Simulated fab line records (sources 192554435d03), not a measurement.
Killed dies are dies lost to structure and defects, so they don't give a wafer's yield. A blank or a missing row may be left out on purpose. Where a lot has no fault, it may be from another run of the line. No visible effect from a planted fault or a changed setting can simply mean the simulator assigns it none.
Which tool was responsible? + flow n5_finfet + 37 wafers from 14 lots sampled at 5 of the route's 1938 steps

== WHAT THE GAUGES SHOWED, per wafer ==
N5_BEOL_M4_RC_MEAS_101. Usual: DIBL_N 36.3 mV/V, standard deviation 1.6; DIBL_P 36.2 mV/V, standard deviation 2; IOFF_N 0.160 nA/um, standard deviation 0.028; IOFF_P 0.21 nA/um, standard deviation 0.036; ION_N 677 uA/um, standard deviation 11; ION_P 465 uA/um, standard deviation 6.9; SS_N 71.5 mV/dec, standard deviation 0.55; SS_P 73.3 mV/dec, standard deviation 0.64; VT_N 250 mV, standard deviation 3; VT_P -250 mV, standard deviation 3.5.
| lot  | measured     | on        | DIBL_N (mV/V)  | DIBL_P (mV/V)  | IOFF_N (nA/um)    | IOFF_P (nA/um) | ION_N (uA/um) | ION_P (uA/um) | SS_N (mV/dec)  | SS_P (mV/dec)  | VT_N (mV)   | VT_P (mV)      | flag |
|------|--------------|-----------|----------------|----------------|-------------------|----------------|---------------|---------------|----------------|----------------|-------------|----------------|------|
| L950 | day 7 20:53  | prober-01 | 40.7 39.1      | 40.5 38.7      | 0.246 0.186       | 0.30 0.25      | 688 671       | 472 466       | 71.9 72.2      | 73.7 74.2      | 243 247     | -246 -248      |      |
| L951 | day 8 00:02  | prober-02 | 35.3 36.1 36.5 | 35.1 35.6 36.0 | 0.145 0.159 0.167 | 0.20 0.21 0.22 | 682 679 675   | 464 471 462   | 70.8 70.7 70.7 | 72.4 72.5 72.9 | 250 248 249 | -248 -247 -251 |      |
| L952 | day 8 04:13  | prober-01 | 32.7 35.3      | 32.0 35.6      | 0.112 0.149       | 0.15 0.19      | 668 671       | 454 462       | 70.4 71.5      | 72.0 72.9      | 253 249     | -257 -253      |      |
| L953 | day 9 01:31  | prober-01 | 37.0 38.2 39.1 | 35.5 37.4 37.2 | 0.146 0.175 0.185 | 0.23 0.26 0.27 | 678 678 683   | 464 474 467   | 71.7 71.3 72.3 | 72.9 73.4 73.3 | 249 247 247 | -247 -245 -243 |      |
| L954 | day 9 08:10  | prober-01 | 33.3 34.5 34.5 | 33.7 34.8 33.9 | 0.114 0.136 0.139 | 0.15 0.17 0.16 | 660 679 669   | 456 470 457   | 70.6 70.5 71.2 | 72.6 72.8 73.1 | 256 255 252 | -255 -252 -254 |      |
| L955 | day 9 10:43  | prober-02 | 37.8 38.3 40.5 | 37.0 36.7 40.7 | 0.155 0.152 0.222 | 0.22 0.22 0.30 | 679 662 699   | 473 469 477   | 71.5 71.8 72.4 | 73.6 73.4 74.5 | 251 253 246 | -249 -248 -244 |      |
| L956 | day 9 12:29  | prober-01 | 37.1 37.2 36.6 | 36.7 35.5 35.7 | 0.159 0.166 0.150 | 0.21 0.20 0.19 | 679 671 683   | 467 459 461   | 72.0 72.2 71.2 | 73.0 72.8 72.2 | 250 247 249 | -252 -250 -250 |      |
| L957 | day 9 17:41  | prober-01 | 37.7 35.0      | 40.4 36.8      | 0.219 0.160       | 0.27 0.20      | 702 675       | 478 459       | 71.6 71.2      | 74.7 72.7      | 243 250     | -248 -252      |      |
| L960 | day 10 22:34 | prober-01 | 35.6 36.8 35.2 | 36.5 39.4 38.0 | 0.143 0.181 0.152 | 0.18 0.22 0.20 | 679 694 671   | 462 470 458   | 71.3 72.5 72.0 | 73.0 73.3 72.7 | 252 249 250 | -257 -252 -255 |      |
| L961 | day 10 19:08 | prober-01 | 37.4 38.4 36.8 | 38.2 39.4 37.8 | 0.186 0.207 0.172 | 0.24 0.26 0.22 | 688 691 670   | 468 466 456   | 72.0 71.6 71.4 | 74.0 74.6 74.6 | 246 246 249 | -251 -249 -252 |      |
| L962 | day 11 00:25 | prober-02 | 37.0 35.0 35.2 | 34.4 33.2 32.7 | 0.143 0.127 0.130 | 0.18 0.17 0.16 | 663 668 673   | 460 463 459   | 71.6 70.7 71.0 | 73.0 72.5 72.9 | 253 253 254 | -253 -256 -257 |      |
| L970 | day 13 12:14 | prober-01 | 33.4 32.2      | 31.5 30.3      | 0.118 0.107       | 0.16 0.15      | 669 668       | 455 461       | 71.0 69.9      | 72.4 72.7      | 252 255     | -255 -254      |      |
| L971 | day 13 12:34 | prober-02 | 34.3 34.5      | 34.8 34.4      | 0.135 0.128       | 0.20 0.18      | 665 665       | 463 462       | 71.1 70.9      | 73.0 73.1      | 251 253     | -249 -252      |      |
| L973 | day 13 21:29 | prober-02 | 36.5 35.6 36.0 | 36.4 35.2 35.8 | 0.155 0.144 0.139 | 0.19 0.16 0.17 | 671 678 670   | 453 456 452   | 72.0 71.4 71.6 | 73.5 73.4 73.5 | 250 251 249 | -254 -257 -253 |      |

== WHICH TOOL RAN EACH LOT (tool, then ch and the chambers of the sampled wafers, then the start) ==
| lot  | N5_BEOL_M0_HM_OPEN_105            | N5_BEOL_M0_TRENCH_ETCH_107         | N5_BEOL_M0_PRE_CLEAN_113     | N5_BEOL_M0_CVD_115               |
|------|-----------------------------------|------------------------------------|------------------------------|----------------------------------|
| L950 | rie_metal-02 ch 0,1, day 5 18:01  | rie_diel-03 ch 0,3, day 5 18:32    | pvd_sputter-02, day 5 19:20  | cvd_co-02 ch 1,2, day 5 20:11    |
| L951 | rie_metal-03 ch 1, day 6 06:01    | rie_diel-06 ch 0,1,2, day 6 06:43  | pvd_sputter-02, day 6 07:12  | cvd_co-01 ch 0,2, day 6 07:50    |
| L952 | rie_metal-02 ch 1, day 6 10:39    | rie_diel-06 ch 0,1, day 6 11:08    | pvd_sputter-03, day 6 11:58  | cvd_co-02 ch 0,1, day 6 12:47    |
| L953 | rie_metal-03 ch 0,1, day 6 16:44  | rie_diel-06 ch 0,1,2, day 6 17:14  | pvd_sputter-03, day 6 17:54  | cvd_co-02 ch 0,2, day 6 18:25    |
| L954 | rie_metal-01 ch 0,1, day 6 22:46  | rie_diel-02 ch 0,3, day 6 23:07    | pvd_sputter-02, day 6 23:49  | cvd_co-02 ch 0,1,2, day 7 00:20  |
| L955 | rie_metal-01 ch 0,1, day 7 00:28  | rie_diel-03 ch 2,3, day 7 00:49    | pvd_sputter-03, day 7 01:24  | cvd_co-01 ch 0,1,2, day 7 01:45  |
| L956 | rie_metal-01 ch 0,1, day 7 07:43  | rie_diel-03 ch 1,2,3, day 7 09:32  | pvd_sputter-01, day 7 11:25  | cvd_co-01 ch 1,2, day 7 11:49    |
| L957 | rie_metal-03 ch 0, day 7 11:58    | rie_diel-06 ch 2,3, day 7 12:22    | pvd_sputter-01, day 7 12:53  | cvd_co-01 ch 2, day 7 13:22      |
| L960 | rie_metal-02 ch 0,1, day 8 06:35  | rie_diel-02 ch 1,3, day 8 07:20    | pvd_sputter-02, day 8 07:46  | cvd_co-01 ch 0,1,2, day 8 08:07  |
| L961 | rie_metal-02 ch 0,1, day 8 13:24  | rie_diel-03 ch 1,2, day 8 13:50    | pvd_sputter-02, day 8 14:55  | cvd_co-01 ch 0,1, day 8 15:20    |
| L962 | rie_metal-01 ch 0, day 8 20:41    | rie_diel-02 ch 0,2, day 8 21:08    | pvd_sputter-03, day 8 22:22  | cvd_co-02 ch 1,2, day 8 22:57    |
| L970 | rie_metal-03 ch 0,1, day 10 17:55 | rie_diel-03 ch 3, day 10 18:29     | pvd_sputter-01, day 10 19:19 | cvd_co-02 ch 1,2, day 10 19:58   |
| L971 | rie_metal-01 ch 0, day 11 03:58   | rie_diel-03 ch 2,3, day 11 04:19   | pvd_sputter-01, day 11 05:29 | cvd_co-02 ch 1,2, day 11 06:02   |
| L973 | rie_metal-03 ch 0,1, day 11 12:07 | rie_diel-02 ch 1,2,3, day 11 12:29 | pvd_sputter-01, day 11 13:21 | cvd_co-01 ch 0,1,2, day 11 15:22 |
- N5_BEOL_M0_HM_OPEN_105: chemistry Cl2/BCl3, target TiN, target depth 12 nm.
- N5_BEOL_M0_TRENCH_ETCH_107: etches SiOC in C4F6/O2, target depth 32.8 nm, time 16.4 s.
- N5_BEOL_M0_PRE_CLEAN_113: time 30 s.
- N5_BEOL_M0_CVD_115: deposits Co from CCTBA/H2, time 120 s.

== WHAT THE TOOLS THEMSELVES READ (means of the sampled wafers that have a number; where no wafer has one, the mark that the record gives instead) ==
N5_BEOL_M0_HM_OPEN_105. Usual: drypump_motor_current_A 5.64 A, standard deviation 0.25; oes_product_au 0.72 a.u., standard deviation 0.065; throttle_valve_pct 21.99 %, standard deviation 0.17.
| lot  | tool         | drypump_motor_current_A (A) | oes_product_au (a.u.) | throttle_valve_pct (%) | flag |
|------|--------------|-----------------------------|-----------------------|------------------------|------|
| L950 | rie_metal-02 | 5.54                        | 0.73                  | 21.87                  |      |
| L951 | rie_metal-03 | 5.14                        | 0.79                  | 21.95                  |      |
| L952 | rie_metal-02 | 5.56                        | 0.65                  | 21.80                  |      |
| L953 | rie_metal-03 | 5.32                        | 0.78                  | 21.92                  |      |
| L954 | rie_metal-01 | 5.87                        | 0.69                  | 22.14                  |      |
| L955 | rie_metal-01 | 5.88                        | 0.68                  | 22.12                  |      |
| L956 | rie_metal-01 | 5.89                        | 0.68                  | 22.14                  |      |
| L957 | rie_metal-03 | 5.75                        | 0.76                  | 21.91                  |      |
| L960 | rie_metal-02 | 5.56                        | 0.74                  | 21.90                  |      |
| L961 | rie_metal-02 | 5.57                        | 0.75                  | 21.90                  |      |
| L962 | rie_metal-01 | 6.01                        | 0.71                  | 22.00                  |      |
| L970 | rie_metal-03 | 5.44                        | 0.74                  | 21.95                  |      |
| L971 | rie_metal-01 | 6.00                        | 0.70                  | 22.01                  |      |
| L973 | rie_metal-03 | 5.34                        | 0.75                  | 21.96                  |      |

N5_BEOL_M0_TRENCH_ETCH_107. Usual: drypump_motor_current_A 5.7 A, standard deviation 0.44; oes_product_au 0.85 a.u., standard deviation 0.065; rf_vpp_V 667 V, standard deviation 15; showerhead_plenum_p_Torr 2.90 Torr, standard deviation 0.084; throttle_valve_pct 20.72 %, standard deviation 0.28.
| lot  | tool        | drypump_motor_current_A (A) | oes_product_au (a.u.) | rf_vpp_V (V) | showerhead_plenum_p_Torr (Torr) | throttle_valve_pct (%) | flag |
|------|-------------|-----------------------------|-----------------------|--------------|---------------------------------|------------------------|------|
| L950 | rie_diel-03 | 5.8                         | 0.85                  | 678          | 2.90                            | 20.93                  |      |
| L951 | rie_diel-06 | 5.8                         | 0.87                  | 670          | 2.89                            | 20.49                  |      |
| L952 | rie_diel-06 | 6.2                         | 0.84                  | 674          | 2.88                            | 20.54                  |      |
| L953 | rie_diel-06 | 5.8                         | 0.85                  | 671          | 2.89                            | 20.50                  |      |
| L954 | rie_diel-02 | 5.4                         | 0.87                  | 658          | 2.86                            | 20.72                  |      |
| L955 | rie_diel-03 | 5.6                         | 0.89                  | 683          | 2.93                            | 20.73                  |      |
| L956 | rie_diel-03 | 5.6                         | 0.90                  | 665          | 2.96                            | 20.71                  |      |
| L957 | rie_diel-06 | 5.4                         | 0.88                  | 666          | 2.95                            | 20.55                  |      |
| L960 | rie_diel-02 | 5.2                         | 0.77                  | 665          | 2.90                            | 20.64                  |      |
| L961 | rie_diel-03 | 5.6                         | 0.90                  | 648          | 3.00                            | 20.82                  |      |
| L962 | rie_diel-02 | 6.2                         | 0.84                  | 663          | 2.80                            | 21.09                  |      |
| L970 | rie_diel-03 | 5.6                         | 0.82                  | 700          | 2.88                            | 20.69                  |      |
| L971 | rie_diel-03 | 5.5                         | 0.84                  | 674          | 2.94                            | 20.84                  |      |
| L973 | rie_diel-02 | 5.4                         | 0.91                  | 668          | 2.86                            | 20.57                  |      |

N5_BEOL_M0_PRE_CLEAN_113. Usual: heater_power_w 326 W, standard deviation 37.
| lot  | tool           | heater_power_w (W) | flag |
|------|----------------|--------------------|------|
| L950 | pvd_sputter-02 | 286                |      |
| L951 | pvd_sputter-02 | 328                |      |
| L952 | pvd_sputter-03 | 349                |      |
| L953 | pvd_sputter-03 | 357                |      |
| L954 | pvd_sputter-02 | 303                |      |
| L955 | pvd_sputter-03 | 338                |      |
| L956 | pvd_sputter-01 | 322                |      |
| L957 | pvd_sputter-01 | 298                |      |
| L960 | pvd_sputter-02 | 308                |      |
| L961 | pvd_sputter-02 | 303                |      |
| L962 | pvd_sputter-03 | 328                |      |
| L970 | pvd_sputter-01 | 315                |      |
| L971 | pvd_sputter-01 | 376                |      |
| L973 | pvd_sputter-01 | 353                |      |

N5_BEOL_M0_CVD_115. Usual: run_length_s 142.7 s, standard deviation 0.64.
| lot  | tool      | run_length_s (s) | flag |
|------|-----------|------------------|------|
| L950 | cvd_co-02 | 143.1            |      |
| L951 | cvd_co-01 | 142.8            |      |
| L952 | cvd_co-02 | 142.6            |      |
| L953 | cvd_co-02 | 142.9            |      |
| L954 | cvd_co-02 | 142.8            |      |
| L955 | cvd_co-01 | 142.8            |      |
| L956 | cvd_co-01 | 143.2            |      |
| L957 | cvd_co-01 | 142.7            |      |
| L960 | cvd_co-01 | 131.8            | OFF  |
| L961 | cvd_co-01 | 132.2            | OFF  |
| L962 | cvd_co-02 | 142.5            |      |
| L970 | cvd_co-02 | 142.3            |      |
| L971 | cvd_co-02 | 142.5            |      |
| L973 | cvd_co-01 | 143.0            |      |

== THE ANSWER, worked out from the rows above alone ==
Rule: lot off if the mean of its wafers having a number is beyond 3 standard deviations from the usual mean. Also off: a lot with no number at a reading for which 4 or more lots have one. Where the step has rows for the other lots, those lots are counted as sound. The gauges are gone through in route order, then the tools' own readings, and for those a lot's mean is taken as printed above. At the first step where some lot is off, the reading lying furthest off is the one used; lots without a number count as furthest.
Off at N5_BEOL_M0_CVD_115 (run_length_s): L960, L961.
If a tool, at that step or one of the process steps before it, ran each lot that is off and ran no sound lot following the first of them, it fits. 2 tools fit, rie_metal-02 at N5_BEOL_M0_HM_OPEN_105 and pvd_sputter-02 at N5_BEOL_M0_PRE_CLEAN_113, so this cannot tell which one it is.

== WHAT THE SIMULATOR HAD INSERTED ==
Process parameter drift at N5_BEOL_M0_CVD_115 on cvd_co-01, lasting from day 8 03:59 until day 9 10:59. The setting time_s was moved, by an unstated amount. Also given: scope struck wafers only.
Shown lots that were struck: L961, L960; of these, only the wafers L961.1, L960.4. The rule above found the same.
